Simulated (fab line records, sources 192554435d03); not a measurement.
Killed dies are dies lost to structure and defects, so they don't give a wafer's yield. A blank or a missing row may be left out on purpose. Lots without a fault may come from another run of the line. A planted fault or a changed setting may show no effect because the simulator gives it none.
Chamber matching | flow n5_finfet | N5_SD_EPI_P_ETCHBACK_46 on rie_diel-06: 4 sister chambers
The step etches SiNx in CH3F/O2, stops on SiO2, target depth 17.5 nm. 18 wafers are shown with their chamber, then 9 later ones without.

WAFERS WITH THEIR CHAMBER
wafer  | chamber | showerhead_plenum_p_Torr (Torr) | oes_product_au (a.u.) | rf_vpp_V (V)
L074.1 | 0       | 1.96                            | 0.78                  | 301
L074.3 | 3       | 1.94                            | 0.66                  | 291
L074.5 | 2       | 2.08                            | 0.60                  | 293
L079.3 | 1       | 1.90                            | 0.60                  | 303
L079.4 | 2       | 2.08                            | 0.58                  | 294
L079.6 | 0       | 1.96                            | 0.76                  | 300
L081.2 | 1       | 1.90                            | 0.59                  | 307
L081.4 | 0       | 1.95                            | 0.75                  | 301
L081.5 | 0       | 1.95                            | 0.77                  | 299
L082.2 | 1       | 1.89                            | 0.59                  | 304
L082.4 | 0       | 1.95                            | 0.75                  | 301
L082.6 | 1       | 1.89                            | 0.58                  | 306
L087.2 | 1       | 1.89                            | 0.59                  | 307
L087.4 | 2       | 2.07                            | 0.58                  | 293
L087.6 | 3       | 1.93                            | 0.65                  | 290
L092.2 | 2       | 2.07                            | 0.58                  | 294
L092.5 | 3       | 1.92                            | 0.64                  | 290
L092.6 | 0       | 1.95                            | 0.73                  | 300

SIGNATURES (means of the wafers above)
reading                  | chamber 0 | chamber 1 | chamber 2 | chamber 3 | scatter within a chamber
showerhead_plenum_p_Torr | 1.9533    | 1.8940    | 2.0750    | 1.9300    | 0.00629
oes_product_au           | 0.7567    | 0.5900    | 0.5850    | 0.6500    | 0.0126
rf_vpp_V                 | 300.33    | 305.40    | 293.50    | 290.33    | 1.14
Rule: a wafer's distance from a chamber is the root of the sum, over the readings, of the square of ((its reading less the chamber's mean) divided by the reading's scatter). The wafer belongs to the nearest chamber; if the next one is less than 2 further off, it can't be placed. The scatter: the root of (the sum of the squares of (reading less its chamber's mean) over the shown wafers, divided by (wafers less chambers)).

WAFERS WITHOUT THEIR CHAMBER
wafer  | showerhead_plenum_p_Torr (Torr) | oes_product_au (a.u.) | rf_vpp_V (V)
L093.3 | 2.14                            | 0.82                  | 310
L093.4 | 1.92                            | 0.64                  | 291
L093.5 | 2.14                            | 0.82                  | 310
L095.1 | 2.14                            | 0.80                  | 311
L095.5 | 1.95                            | 0.72                  | 300
L095.6 | 2.14                            | 0.79                  | 309
L097.1 | 2.07                            | 0.81                  | 294
L097.4 | 2.07                            | 0.81                  | 294
L097.5 | 1.92                            | 0.63                  | 290

WHICH CHAMBER EACH WENT THROUGH
wafer  | from the rows above     | in truth
L093.3 | 2                       | 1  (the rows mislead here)
L093.4 | 3                       | 3
L093.5 | 2                       | 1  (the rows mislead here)
L095.1 | 2                       | 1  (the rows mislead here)
L095.5 | 0                       | 0
L095.6 | 2                       | 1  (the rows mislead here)
L097.1 | can't be placed: 2 or 0 | 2
L097.4 | can't be placed: 2 or 0 | 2
L097.5 | 3                       | 3
Placed correctly: 3 of 9. Can't be placed from these rows: 2 (the true chamber is among the candidates in 2). Placed wrongly: 4.
